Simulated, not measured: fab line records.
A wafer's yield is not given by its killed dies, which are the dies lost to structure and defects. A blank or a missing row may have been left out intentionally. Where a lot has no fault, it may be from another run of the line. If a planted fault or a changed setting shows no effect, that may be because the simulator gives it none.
Matching of chambers || flow n5_finfet || cmp-04 running N5_BEOL_M12_CMP_49: 4 sister chambers
The step polishes, stops on SiOC, t overpolish 20.6 s, target thk 320 nm. 18 wafers are shown with their chamber, then 9 later ones without.

## WAFERS, EACH WITH ITS CHAMBER
{"wafer": "L075.3", "chamber": 2, "motor_current_A (A)": 6.6, "barrier_field_endpoint_s (s)": 30.7, "edge_zone_pressure_frac": 1.000}
{"wafer": "L075.4", "chamber": 3, "motor_current_A (A)": 7.6, "barrier_field_endpoint_s (s)": 30.6, "edge_zone_pressure_frac": 0.993}
{"wafer": "L075.5", "chamber": 3, "motor_current_A (A)": 7.2, "barrier_field_endpoint_s (s)": 30.0, "edge_zone_pressure_frac": 1.000}
{"wafer": "L074.1", "chamber": 1, "motor_current_A (A)": 6.4, "barrier_field_endpoint_s (s)": 30.3, "edge_zone_pressure_frac": 0.991}
{"wafer": "L074.3", "chamber": 0, "motor_current_A (A)": 6.4, "barrier_field_endpoint_s (s)": 31.1, "edge_zone_pressure_frac": 1.001}
{"wafer": "L074.5", "chamber": 0, "motor_current_A (A)": 6.5, "barrier_field_endpoint_s (s)": 31.0, "edge_zone_pressure_frac": 1.005}
{"wafer": "L076.1", "chamber": 2, "motor_current_A (A)": 6.8, "barrier_field_endpoint_s (s)": 30.0, "edge_zone_pressure_frac": 1.014}
{"wafer": "L076.2", "chamber": 3, "motor_current_A (A)": 7.4, "barrier_field_endpoint_s (s)": 28.9, "edge_zone_pressure_frac": 1.004}
{"wafer": "L076.4", "chamber": 1, "motor_current_A (A)": 6.6, "barrier_field_endpoint_s (s)": 30.0, "edge_zone_pressure_frac": 0.996}
{"wafer": "L086.1", "chamber": 1, "motor_current_A (A)": 6.2, "barrier_field_endpoint_s (s)": 29.7, "edge_zone_pressure_frac": 1.006}
{"wafer": "L086.2", "chamber": 2, "motor_current_A (A)": 6.3, "barrier_field_endpoint_s (s)": 29.8, "edge_zone_pressure_frac": 0.997}
{"wafer": "L086.6", "chamber": 1, "motor_current_A (A)": 6.4, "barrier_field_endpoint_s (s)": 29.2, "edge_zone_pressure_frac": 1.001}
{"wafer": "L091.1", "chamber": 3, "motor_current_A (A)": 7.2, "barrier_field_endpoint_s (s)": 28.9, "edge_zone_pressure_frac": 0.997}
{"wafer": "L091.2", "chamber": 1, "motor_current_A (A)": 6.4, "barrier_field_endpoint_s (s)": 29.7, "edge_zone_pressure_frac": 0.999}
{"wafer": "L091.6", "chamber": 0, "motor_current_A (A)": 6.7, "barrier_field_endpoint_s (s)": 29.9, "edge_zone_pressure_frac": 0.996}
{"wafer": "L092.3", "chamber": 1, "motor_current_A (A)": 6.2, "barrier_field_endpoint_s (s)": 30.2, "edge_zone_pressure_frac": 0.991}
{"wafer": "L092.4", "chamber": 3, "motor_current_A (A)": 7.3, "barrier_field_endpoint_s (s)": 30.0, "edge_zone_pressure_frac": 1.003}
{"wafer": "L092.5", "chamber": 1, "motor_current_A (A)": 6.6, "barrier_field_endpoint_s (s)": 30.4, "edge_zone_pressure_frac": 0.989}

SIGNATURES (averages over the wafers above)
{"reading": "motor_current_A", "chamber 0": 6.533, "chamber 1": 6.400, "chamber 2": 6.567, "chamber 3": 7.340, "scatter within a chamber": 0.178}
{"reading": "barrier_field_endpoint_s", "chamber 0": 30.667, "chamber 1": 29.929, "chamber 2": 30.167, "chamber 3": 29.680, "scatter within a chamber": 0.578}
{"reading": "edge_zone_pressure_frac", "chamber 0": 1.00067, "chamber 1": 0.99614, "chamber 2": 1.00367, "chamber 3": 0.99940, "scatter within a chamber": 0.00609}
Rule: for a wafer and a chamber, the distance is found by dividing, reading by reading, the gap between the wafer's reading and the chamber's mean by the reading's scatter, squaring, summing and taking the root. The wafer belongs to the nearest chamber; if the next one is less than 2 further off, it can't be placed. The scatter is the square root of a quotient: the sum, over the shown wafers, of each reading's squared deviation from its chamber's mean, divided by wafers minus chambers.

## WAFERS MISSING THEIR CHAMBER
{"wafer": "L097.2", "motor_current_A (A)": 7.4, "barrier_field_endpoint_s (s)": 29.4, "edge_zone_pressure_frac": 0.999}
{"wafer": "L097.4", "motor_current_A (A)": 5.9, "barrier_field_endpoint_s (s)": 30.7, "edge_zone_pressure_frac": 1.009}
{"wafer": "L097.6", "motor_current_A (A)": 6.4, "barrier_field_endpoint_s (s)": 29.8, "edge_zone_pressure_frac": 0.997}
{"wafer": "L095.1", "motor_current_A (A)": 6.3, "barrier_field_endpoint_s (s)": 29.7, "edge_zone_pressure_frac": 1.006}
{"wafer": "L095.4", "motor_current_A (A)": 6.5, "barrier_field_endpoint_s (s)": 29.8, "edge_zone_pressure_frac": 0.995}
{"wafer": "L095.6", "motor_current_A (A)": 6.2, "barrier_field_endpoint_s (s)": 29.7, "edge_zone_pressure_frac": 0.993}
{"wafer": "L094.2", "motor_current_A (A)": 6.2, "barrier_field_endpoint_s (s)": 30.9, "edge_zone_pressure_frac": 1.008}
{"wafer": "L094.5", "motor_current_A (A)": 6.4, "barrier_field_endpoint_s (s)": 31.0, "edge_zone_pressure_frac": 1.000}
{"wafer": "L094.6", "motor_current_A (A)": 6.3, "barrier_field_endpoint_s (s)": 30.2, "edge_zone_pressure_frac": 1.002}

## WHICH CHAMBER EACH WENT THROUGH
{"wafer": "L097.2", "from the rows above": 3, "in truth": 3}
{"wafer": "L097.4", "from the rows above": "can't be placed: 1 or 0 or 2", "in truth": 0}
{"wafer": "L097.6", "from the rows above": "can't be placed: 1 or 2 or 0", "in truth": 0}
{"wafer": "L095.1", "from the rows above": "can't be placed: 2 or 1 or 0", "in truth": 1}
{"wafer": "L095.4", "from the rows above": "can't be placed: 1 or 2 or 0", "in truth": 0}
{"wafer": "L095.6", "from the rows above": "can't be placed: 1 or 0 or 2", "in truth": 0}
{"wafer": "L094.2", "from the rows above": "can't be placed: 0 or 2 or 1", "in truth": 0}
{"wafer": "L094.5", "from the rows above": "can't be placed: 0 or 2 or 1", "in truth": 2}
{"wafer": "L094.6", "from the rows above": "can't be placed: 1 or 2 or 0", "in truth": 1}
Correctly placed: 1 of 9. From these rows, 8 cannot be placed; in 8 the true chamber is one of the candidates. 0 placed wrongly.
